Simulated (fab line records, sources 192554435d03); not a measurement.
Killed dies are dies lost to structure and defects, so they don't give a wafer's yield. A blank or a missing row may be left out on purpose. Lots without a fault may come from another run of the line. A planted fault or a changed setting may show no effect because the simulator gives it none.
Which tool did it? | flow n5_finfet | 23 lots, 69 wafers sampled, at 5 steps of a route of 1938

WHAT THE GAUGES READ, wafer by wafer
N5_BEOL_M6_CD_MEAS_28: target cd 40 nm. Usual: cd_nm 40.03 nm, standard deviation 0.24.
lot  | measured     | on        | cd_nm (nm)        | flag
L075 | day 8 17:42  | cd_sem-01 | 40.05 39.67 39.92 |
L074 | day 9 00:28  | cd_sem-03 | 40.21 39.87 40.10 |
L076 | day 9 03:36  | cd_sem-03 | 39.74 39.81 39.67 |
L077 | day 9 03:26  | cd_sem-01 | 40.24 39.98 40.03 |
L078 | day 10 01:14 | cd_sem-03 | 40.36 39.74 40.06 |
L079 | day 10 03:09 | cd_sem-01 | 40.22 39.98 39.88 |
L081 | day 10 11:50 | cd_sem-03 | 39.87 39.72 39.42 |
L082 | day 10 17:26 | cd_sem-02 | 40.33 39.66 39.92 |
L080 | day 10 22:28 | cd_sem-01 | 39.89 40.07 40.38 |
L083 | day 11 10:59 | cd_sem-03 | 40.65 39.93 40.03 |
L086 | day 11 15:02 | cd_sem-01 | 39.88 40.22 40.10 |
L084 | day 11 17:05 | cd_sem-01 | 40.24 39.92 40.15 |
L085 | day 11 17:22 | cd_sem-01 | 40.22 40.07 40.16 |
L087 | day 12 01:19 | cd_sem-02 | 39.89 40.43 39.85 |
L088 | day 12 01:16 | cd_sem-02 | 40.06 40.20 40.48 |
L089 | day 12 14:19 | cd_sem-01 | 40.35 39.96 40.41 |
L090 | day 12 17:43 | cd_sem-03 | 40.21 39.67 40.07 |
L091 | day 13 13:02 | cd_sem-03 | 39.89 40.60 39.98 |
L093 | day 13 13:34 | cd_sem-03 | 39.69 40.20 39.86 |
L094 | day 13 19:34 | cd_sem-03 | 40.10 39.93 39.93 |
L095 | day 14 03:09 | cd_sem-01 | 39.72 39.69 39.82 |
L096 | day 14 07:10 | cd_sem-02 | 40.22 40.50 40.24 |
L097 | day 15 04:22 | cd_sem-02 | 39.98 40.08 39.76 |

WHICH TOOL RAN EACH LOT (tool, then ch and the chambers of the sampled wafers, then the start)
lot  | N5_BEOL_M5_SPUTTER_90        | N5_BEOL_M5_PRE_CLEAN_77          | N5_BEOL_M6_PECVD_70             | N5_BEOL_M6_ETCH_62
L075 | pvd_sputter-03, day 8 14:26  | cvd_co-01 ch 0,1, day 8 15:20    | pecvd-02 ch 0,1, day 8 16:14    | rie_diel-02 ch 1,2, day 8 16:54
L074 | pvd_sputter-02, day 8 17:18  | cvd_co-01 ch 0,1, day 8 18:08    | pecvd-02 ch 0,1, day 8 19:02    | rie_diel-03 ch 1,2,3, day 8 23:37
L076 | pvd_sputter-03, day 8 23:16  | cvd_co-01 ch 0,1,2, day 9 00:05  | pecvd-03 ch 0,1,2, day 9 00:59  | rie_diel-02 ch 0,1,2, day 9 02:05
L077 | pvd_sputter-01, day 8 23:26  | cvd_co-01 ch 0,1,2, day 9 00:16  | pecvd-03 ch 0,1,2, day 9 01:10  | rie_diel-03 ch 1,2, day 9 02:16
L078 | pvd_sputter-01, day 9 19:55  | cvd_co-01 ch 0,1, day 9 20:44    | pecvd-02 ch 0,1,2, day 9 22:08  | rie_diel-03 ch 0,3, day 9 23:25
L079 | pvd_sputter-03, day 9 22:44  | cvd_co-02 ch 0,1, day 9 23:37    | pecvd-03 ch 0,1, day 10 00:31   | rie_diel-04 ch 0,2, day 10 02:22
L081 | pvd_sputter-03, day 10 06:37 | cvd_co-01 ch 0,1,2, day 10 07:29 | pecvd-02 ch 0,1,2, day 10 08:23 | rie_diel-03 ch 1,3, day 10 10:19
L082 | pvd_sputter-03, day 10 12:03 | cvd_co-01 ch 0,1,2, day 10 13:52 | pecvd-01 ch 0,1, day 10 14:47   | rie_diel-04 ch 0,1,3, day 10 16:35
L080 | pvd_sputter-03, day 10 16:29 | cvd_co-01 ch 0,1,2, day 10 17:20 | pecvd-01 ch 0,1, day 10 18:17   | rie_diel-03 ch 0,1, day 10 20:24
L083 | pvd_sputter-02, day 11 03:34 | cvd_co-02 ch 0,2, day 11 04:25   | pecvd-02 ch 0,1, day 11 05:20   | rie_diel-04 ch 1,2,3, day 11 07:04
L086 | pvd_sputter-02, day 11 09:21 | cvd_co-01 ch 0,2, day 11 10:11   | pecvd-02 ch 0,1,2, day 11 11:05 | rie_diel-04 ch 1,3, day 11 12:52
L084 | pvd_sputter-01, day 11 11:29 | cvd_co-01 ch 1,2, day 11 12:19   | pecvd-01 ch 0,1, day 11 13:13   | rie_diel-03 ch 0,3, day 11 16:13
L085 | pvd_sputter-03, day 11 12:24 | cvd_co-02 ch 0,1,2, day 11 13:14 | pecvd-02 ch 0,1, day 11 14:09   | rie_diel-02 ch 0,2,3, day 11 16:22
L087 | pvd_sputter-01, day 11 17:38 | cvd_co-02 ch 0,1,2, day 11 18:56 | pecvd-01 ch 0,2, day 11 19:50   | rie_diel-03 ch 0,1,3, day 11 23:26
L088 | pvd_sputter-03, day 11 21:37 | cvd_co-01 ch 0,1, day 11 22:26   | pecvd-03 ch 1,2, day 11 23:21   | rie_diel-04 ch 2,3, day 12 00:25
L089 | pvd_sputter-02, day 12 08:37 | cvd_co-01 ch 0,1,2, day 12 09:43 | pecvd-02 ch 0,1,2, day 12 10:38 | rie_diel-04 ch 0,2,3, day 12 11:30
L090 | pvd_sputter-03, day 12 10:17 | cvd_co-02 ch 0,1,2, day 12 12:04 | pecvd-02 ch 0,1,2, day 12 12:58 | rie_diel-04 ch 0,1,3, day 12 15:30
L091 | pvd_sputter-02, day 13 08:31 | cvd_co-01 ch 0,1, day 13 09:28   | pecvd-01 ch 0,1, day 13 10:22   | rie_diel-03 ch 1,2,3, day 13 12:14
L093 | pvd_sputter-03, day 13 09:44 | cvd_co-01 ch 1,2, day 13 10:35   | pecvd-03 ch 0,1, day 13 11:29   | rie_diel-04 ch 0,2,3, day 13 12:40
L094 | pvd_sputter-01, day 13 13:06 | cvd_co-01 ch 0,2, day 13 14:05   | pecvd-01 ch 0,2, day 13 15:08   | rie_diel-02 ch 0,3, day 13 17:25
L095 | pvd_sputter-02, day 13 22:21 | cvd_co-01 ch 1,2, day 13 23:52   | pecvd-02 ch 0,1,2, day 14 00:49 | rie_diel-03 ch 0,1,3, day 14 02:26
L096 | pvd_sputter-01, day 14 02:11 | cvd_co-02 ch 0,1, day 14 03:01   | pecvd-02 ch 0,1, day 14 03:55   | rie_diel-04 ch 0,2,3, day 14 05:36
L097 | pvd_sputter-02, day 14 22:35 | cvd_co-02 ch 0,2, day 14 23:25   | pecvd-02 ch 0,2, day 15 01:12   | rie_diel-02 ch 1,2,3, day 15 02:34
- N5_BEOL_M5_SPUTTER_90: material Cu, target thk 4.5 nm, time 8.29 s.
- N5_BEOL_M5_PRE_CLEAN_77: time 15 s.
- N5_BEOL_M6_PECVD_70: deposits SiO2 from TEOS/O2, target thk 20 nm, time 22.7 s.
- N5_BEOL_M6_ETCH_62: etches SOC in N2/H2, target depth 110 nm, overetch 22 nm, time 165 s.

WHAT THE TOOLS THEMSELVES READ (means of the sampled wafers that have a number; where no wafer has one, the mark that the record gives instead)
N5_BEOL_M5_SPUTTER_90. Usual: substrate_temp_c -20.02 C, standard deviation 0.11; throttle_valve_pct 30.3 %, standard deviation 0.94.
lot  | tool           | substrate_temp_c (C) | throttle_valve_pct (%) | flag
L075 | pvd_sputter-03 | -19.99               | 29.9                   |
L074 | pvd_sputter-02 | -20.20               | 30.1                   |
L076 | pvd_sputter-03 | -20.10               | 29.8                   |
L077 | pvd_sputter-01 | -19.99               | 30.1                   |
L078 | pvd_sputter-01 | -20.01               | 30.6                   |
L079 | pvd_sputter-03 | -20.00               | 29.9                   |
L081 | pvd_sputter-03 | -19.95               | 30.8                   |
L082 | pvd_sputter-03 | -20.00               | 29.8                   |
L080 | pvd_sputter-03 | -20.06               | 30.8                   |
L083 | pvd_sputter-02 | -20.02               | 30.2                   |
L086 | pvd_sputter-02 | -20.04               | 30.0                   |
L084 | pvd_sputter-01 | -20.01               | 29.8                   |
L085 | pvd_sputter-03 | -19.92               | 30.4                   |
L087 | pvd_sputter-01 | -20.02               | 29.9                   |
L088 | pvd_sputter-03 | -20.09               | 30.1                   |
L089 | pvd_sputter-02 | -19.99               | 30.6                   |
L090 | pvd_sputter-03 | -20.10               | 29.7                   |
L091 | pvd_sputter-02 | -20.01               | 30.9                   |
L093 | pvd_sputter-03 | -19.95               | 29.9                   |
L094 | pvd_sputter-01 | -20.03               | 29.8                   |
L095 | pvd_sputter-02 | -19.95               | 30.6                   |
L096 | pvd_sputter-01 | -19.94               | 29.9                   |
L097 | pvd_sputter-02 | -19.89               | 30.7                   |

N5_BEOL_M5_PRE_CLEAN_77. Usual: heater_power_w 83 W, standard deviation 16; rf_fwd_power_W 295.9 W, standard deviation 1.6.
lot  | tool      | heater_power_w (W) | rf_fwd_power_W (W) | flag
L075 | cvd_co-01 | 81                 | 295.1              |
L074 | cvd_co-01 | 80                 | 295.5              |
L076 | cvd_co-01 | 81                 | 295.3              |
L077 | cvd_co-01 | 81                 | 295.1              |
L078 | cvd_co-01 | 81                 | 295.9              |
L079 | cvd_co-02 | 108                | 297.8              |
L081 | cvd_co-01 | 81                 | 295.4              |
L082 | cvd_co-01 | 83                 | 296.2              |
L080 | cvd_co-01 | 82                 | 296.1              |
L083 | cvd_co-02 | 66                 | 296.5              |
L086 | cvd_co-01 | 84                 | 295.4              |
L084 | cvd_co-01 | 83                 | 294.5              |
L085 | cvd_co-02 | 88                 | 296.3              |
L087 | cvd_co-02 | 87                 | 296.9              |
L088 | cvd_co-01 | 81                 | 294.3              |
L089 | cvd_co-01 | 82                 | 295.4              |
L090 | cvd_co-02 | 87                 | 297.8              |
L091 | cvd_co-01 | 82                 | 296.6              |
L093 | cvd_co-01 | 81                 | 294.0              |
L094 | cvd_co-01 | 85                 | 296.5              |
L095 | cvd_co-01 | 82                 | 295.2              |
L096 | cvd_co-02 | 90                 | 297.8              |
L097 | cvd_co-02 | 69                 | 296.4              |

N5_BEOL_M6_PECVD_70. Usual: heater_power_w 694 W, standard deviation 53; rf_fwd_power_W 444.1 W, standard deviation 2; showerhead_plenum_p_Torr 8.82 Torr, standard deviation 0.048; throttle_valve_pct 22.8 %, standard deviation 1.3.
lot  | tool     | heater_power_w (W) | rf_fwd_power_W (W) | showerhead_plenum_p_Torr (Torr) | throttle_valve_pct (%) | flag
L075 | pecvd-02 | 689                | 443.1              | 8.81                            | 24.0                   |
L074 | pecvd-02 | 701                | 443.9              | 8.83                            | 23.0                   |
L076 | pecvd-03 | 723                | 445.1              | 8.81                            | 21.8                   |
L077 | pecvd-03 | 680                | 444.4              | 8.81                            | 21.8                   |
L078 | pecvd-02 | 642                | 443.0              | 8.79                            | 23.3                   |
L079 | pecvd-03 | 725                | 446.0              | 8.85                            | 21.9                   |
L081 | pecvd-02 | 709                | 444.1              | 8.80                            | 23.2                   |
L082 | pecvd-01 | 788                | 444.8              | 8.87                            | 22.8                   |
L080 | pecvd-01 | 764                | 446.4              | 8.88                            | 22.9                   |
L083 | pecvd-02 | 703                | 443.0              | 8.82                            | 23.1                   |
L086 | pecvd-02 | 714                | 443.0              | 8.78                            | 23.3                   |
L084 | pecvd-01 | 712                | 445.0              | 8.87                            | 23.7                   |
L085 | pecvd-02 | 632                | 442.8              | 8.82                            | 22.8                   |
L087 | pecvd-01 | 691                | 445.9              | 8.84                            | 21.7                   |
L088 | pecvd-03 | 650                | 447.0              | 8.85                            | 21.6                   |
L089 | pecvd-02 | 699                | 442.3              | 8.80                            | 23.3                   |
L090 | pecvd-02 | 671                | 442.8              | 8.81                            | 23.4                   |
L091 | pecvd-01 | 755                | 445.9              | 8.84                            | 23.7                   |
L093 | pecvd-03 | 725                | 444.8              | 8.86                            | 21.9                   |
L094 | pecvd-01 | 687                | 444.8              | 8.85                            | 21.9                   |
L095 | pecvd-02 | 676                | 442.5              | 8.80                            | 23.2                   |
L096 | pecvd-02 | 651                | 443.2              | 8.81                            | 24.0                   |
L097 | pecvd-02 | 652                | 441.4              | 8.78                            | 24.2                   |

N5_BEOL_M6_ETCH_62. Usual: bias_w 149.9 W, standard deviation 0.49; drypump_motor_current_A 5.6 A, standard deviation 0.48; oes_product_au 0.69 a.u., standard deviation 0.065; rf_fwd_power_W 837.5 W, standard deviation 2.6; rf_vpp_V 523.5 V, standard deviation 2.5; showerhead_plenum_p_Torr 2.53 Torr, standard deviation 0.08; throttle_valve_pct 17.77 %, standard deviation 0.3.
lot  | tool        | bias_w (W) | drypump_motor_current_A (A) | oes_product_au (a.u.) | rf_fwd_power_W (W) | rf_vpp_V (V) | showerhead_plenum_p_Torr (Torr) | throttle_valve_pct (%) | flag
L075 | rie_diel-02 | 149.8      | 6.0                         | 0.79                  | 835.6              | 522.4        | 2.50                            | 17.36                  |
L074 | rie_diel-03 | 149.7      | 5.5                         | 0.64                  | 835.8              | 524.1        | 2.54                            | 17.78                  |
L076 | rie_diel-02 | 149.8      | 5.5                         | 0.71                  | 839.3              | 521.4        | 2.46                            | 17.72                  |
L077 | rie_diel-03 | 149.4      | 5.5                         | 0.67                  | 837.3              | 521.8        | 2.48                            | 17.63                  |
L078 | rie_diel-03 | 150.1      | 5.5                         | 0.66                  | 837.1              | 525.7        | 2.60                            | 17.95                  |
L079 | rie_diel-04 | 149.9      | 5.1                         | 0.77                  | 837.4              | 523.3        | 2.50                            | 17.72                  |
L081 | rie_diel-03 | 149.3      | 5.3                         | 0.67                  | 836.3              | 523.6        | 2.52                            | 17.63                  |
L082 | rie_diel-04 | 150.3      | 5.7                         | 0.71                  | 836.0              | 524.0        | 2.54                            | 17.86                  |
L080 | rie_diel-03 | 149.8      | 5.6                         | 0.70                  | 839.0              | 521.6        | 2.46                            | 17.66                  |
L083 | rie_diel-04 | 149.9      | 5.8                         | 0.70                  | 839.9              | 522.8        | 2.53                            | 17.77                  |
L086 | rie_diel-04 | 150.1      | 6.1                         | 0.69                  | 836.7              | 523.4        | 2.53                            | 17.70                  |
L084 | rie_diel-03 | 150.3      | 5.5                         | 0.65                  | 838.8              | 525.0        | 2.59                            | 17.98                  |
L085 | rie_diel-02 | 149.6      | 5.2                         | 0.67                  | 835.6              | 524.1        | 2.52                            | 17.84                  |
L087 | rie_diel-03 | 149.9      | 5.6                         | 0.67                  | 837.1              | 524.2        | 2.53                            | 17.83                  |
L088 | rie_diel-04 | 149.8      | 5.5                         | 0.73                  | 841.2              | 521.8        | 2.48                            | 17.57                  |
L089 | rie_diel-04 | 150.1      | 5.4                         | 0.74                  | 839.9              | 521.3        | 2.49                            | 17.67                  |
L090 | rie_diel-04 | 150.1      | 5.7                         | 0.70                  | 835.2              | 523.4        | 2.53                            | 17.89                  |
L091 | rie_diel-03 | 150.6      | 5.4                         | 0.68                  | 836.6              | 523.2        | 2.53                            | 17.72                  |
L093 | rie_diel-04 | 150.0      | 5.4                         | 0.72                  | 836.3              | 521.9        | 2.49                            | 17.69                  |
L094 | rie_diel-02 | 150.4      | 5.2                         | 0.75                  | 837.7              | 528.3        | 2.68                            | 17.60                  |
L095 | rie_diel-03 | 149.6      | 5.5                         | 0.65                  | 838.5              | 524.4        | 2.52                            | 17.86                  |
L096 | rie_diel-04 | 150.1      | 5.4                         | 0.72                  | 837.8              | 522.2        | 2.49                            | 17.71                  |
L097 | rie_diel-02 | 149.9      | 5.6                         | 0.70                  | 835.4              | 523.4        | 2.53                            | 17.57                  |

THE ANSWER, worked out from the rows above alone
Rule: a lot is off if the mean of its wafers that have a number lies more than 3 standard deviations from the usual mean. A lot without any number at a reading at which 4 lots or more have one is off too. The other lots that the step has rows for count as sound. The gauges are gone through in route order, then the tools' own readings, and for those a lot's mean is taken as printed above. The first step at which some lot is off is used, and at that step the reading that is off furthest; a lot without a number counts as furthest.
No lot is off at any reading shown: from this, nothing can be told.

WHAT THE SIMULATOR HAD PUT IN
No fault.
